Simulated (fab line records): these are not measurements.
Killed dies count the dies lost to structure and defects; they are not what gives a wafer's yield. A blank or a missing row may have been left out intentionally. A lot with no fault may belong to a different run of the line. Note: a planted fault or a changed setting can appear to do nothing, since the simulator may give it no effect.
A struck lot beside a sound one || flow n5_finfet || 15 steps out of a route of 1938
Sound: wafers L913.2, L913.4, L913.5. The struck wafers were L906.1, L906.5, L906.6. The cause comes at the end.
At each step with rows: each side's tool, then ch and its chambers, then its first start. Under that, the readings that differ: sound wafers || struck wafers || difference of the means || sigmas: that difference in standard deviations of wafers without a fault.
alike: a reading whose means differ by less than 2 such deviations, as well as words and numbers matching on both sides. not compared: withheld readings; readings where some wafer has no value; bounds like >300 that might hide an equal value; numbers whose values overlap and for which the record gives no deviation.
The two part at a step that has a row with sigmas, a row that says differs or no value, or rows on one side only. When numbers do not overlap yet have no deviation, they are printed without sigmas and do not part them. A reading that every wafer of one side lacks parts them only if that side has two wafers or more.

first, 5 steps without rows for these wafers: N5_BEOL_M15_SOFTBAKE_05 (time 60 s); N5_BEOL_M15_EXPOSE_07 (exposes mask V14); N5_BEOL_M15_PEB_08 (peb time 90 s); N5_BEOL_M15_DEVELOP_09 (develop time 45 s); N5_BEOL_M15_HARDBAKE_14 (time 120 s).
N5_BEOL_M15_CD_MEAS_10: target cd 360 nm.
  sound on cd_sem-01 ch 0, day 16 08:49; struck on cd_sem-02 ch 0, day 14 11:30
  alike: cd_nm
N5_BEOL_M15_OVL_MEAS_11:
  sound on overlay-01 ch 0, day 16 08:50; struck on overlay-02 ch 0, day 14 11:32
  alike: V14_OVL
N5_BEOL_M15_INSPECT_12: inspects for defects (macro).
  struck on defect_inspect-02, day 14 11:33; sound on defect_inspect-01, day 16 08:52
  alike: raw_defect_count
N5_BEOL_M15_DESCUM_15: chemistry O2, time 7.9 s.
  sound on rie_diel-05 ch 0,3, day 16 08:54; struck on rie_diel-06 ch 0,1, day 14 11:37
  alike: drypump_motor_current_A, oes_product_au, rf_vpp_V, showerhead_plenum_p_Torr, throttle_valve_pct
  not compared: rf_hours_counter_h
N5_BEOL_M15_ETCH_59: etches BARC in N2/H2, target depth 89 nm, overetch 26.7 nm, time 67.9 s.
  sound on rie_diel-05 ch 0,3, day 16 08:56; struck on rie_diel-06 ch 0,1, day 14 11:39
  alike: drypump_motor_current_A, n2_flow_sccm, oes_product_au, rf_vpp_V, showerhead_plenum_p_Torr, throttle_valve_pct
  not compared: rf_hours_counter_h
N5_BEOL_M15_VIA_ETCH_16: etches SiO2 in C4F8/O2/Ar, target depth 1792.2 nm.
  sound on rie_diel-05 ch 0,3, day 16 08:59; struck on rie_diel-06 ch 0,1, day 14 11:42
  alike: drypump_motor_current_A, oes_product_au, rf_vpp_V, showerhead_plenum_p_Torr, throttle_valve_pct
N5_BEOL_M15_STRIP_63: strips in O2.
  sound: rie_diel-05 ch 0,3; struck: rie_diel-06 ch 0,1
  alike: chamber_pressure_mTorr, drypump_motor_current_A, oes_product_au, rf_vpp_V, showerhead_plenum_p_Torr, throttle_valve_pct
  not compared: rf_hours_counter_h
N5_BEOL_M15_STRIP_64: strips in O2.
  sound on rie_diel-05 ch 0,3, day 16 09:00; struck on rie_diel-06 ch 0,1, day 14 11:00
  no value came back on the struck wafers for any of 7 readings (bias_power_w (W), chamber_pressure_mTorr (mTorr) and others); on the sound wafers bias_power_w (W) reads 0 0 0
{"reading": "model.BARC_of_BEOL_M15_COAT_58.thk_nm (nm)", "sound": "0 0 0", "struck": "88.8 88.6 88.6", "difference": "+88.7", "sigmas": ""}
  not compared: rf_hours_counter_h
then, 1 step without rows for these wafers: N5_BEOL_M15_STRIP_65 (strips in post etch residue remover, time 60 s).
N5_PASSIVATION_PROBE_49:
  the record holds rows for the sound wafers here (prober-02, day 17 04:16) but none for the struck ones

== WHERE THEY PART ==
Earliest at N5_BEOL_M15_STRIP_64; latest, in this record, at N5_PASSIVATION_PROBE_49.

WHY: what the simulator had put in
Entire step skipped (rie_diel-06, N5_BEOL_M15_STRIP_64), from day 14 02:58 onward. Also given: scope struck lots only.
